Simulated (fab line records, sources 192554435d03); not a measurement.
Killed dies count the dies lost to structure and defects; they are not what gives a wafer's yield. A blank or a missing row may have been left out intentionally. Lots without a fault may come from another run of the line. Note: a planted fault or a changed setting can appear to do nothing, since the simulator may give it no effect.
Matching of chambers | flow n5Finfet | 4 sister chambers for N5_BEOL_M1_ETCH_69 on rieDiel-03
The step etches SiARC in CF4, target depth 15.6 nm, time 26 s. 4 wafers are shown with their chamber, then 12 later ones without.

WAFERS, EACH WITH ITS CHAMBER
wafer  | chamber | drypumpMotorCurrentA (A)
L083.5 | 3       | 6.0
L088.1 | 2       | 5.6
L088.2 | 1       | 4.9
L088.3 | 0       | 5.5

WAFERS WHOSE CHAMBER IS MISSING
wafer  | drypumpMotorCurrentA (A)
L089.4 | 5.6
L089.5 | 5.7
L089.6 | 6.0
L090.2 | 5.6
L090.3 | 5.6
L090.6 | 6.0
L092.1 | 6.0
L092.4 | 4.9
L092.5 | 5.6
L097.2 | 4.9
L097.3 | 6.0
L097.5 | 5.6

CHAMBER TAKEN BY EACH
wafer  | from the rows above | in truth
L089.4 | 2                   | 2
L089.5 | 2                   | 2
L089.6 | 3                   | 3
L090.2 | 2                   | 2
L090.3 | 2                   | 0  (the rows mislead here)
L090.6 | 3                   | 3
L092.1 | 3                   | 3
L092.4 | 1                   | 1
L092.5 | 2                   | 2
L097.2 | 1                   | 1
L097.3 | 3                   | 3
L097.5 | 2                   | 2
11 of 12 placed correctly. From these rows, 0 cannot be placed. Placed wrongly: 1.
How it was worked out, from the rows above alone: a wafer's distance from a chamber is the root of the sum, over the readings, of the square of ((its reading less the chamber's mean) divided by the reading's scatter). The wafer belongs to the nearest chamber; if the next one is less than 2 further off, it can't be placed. For every chamber, the mean is computed from those of its wafers that are shown. The scatter: with one shown wafer a chamber, the root of the mean of the squares of how far each hidden wafer lies from its nearest shown one.
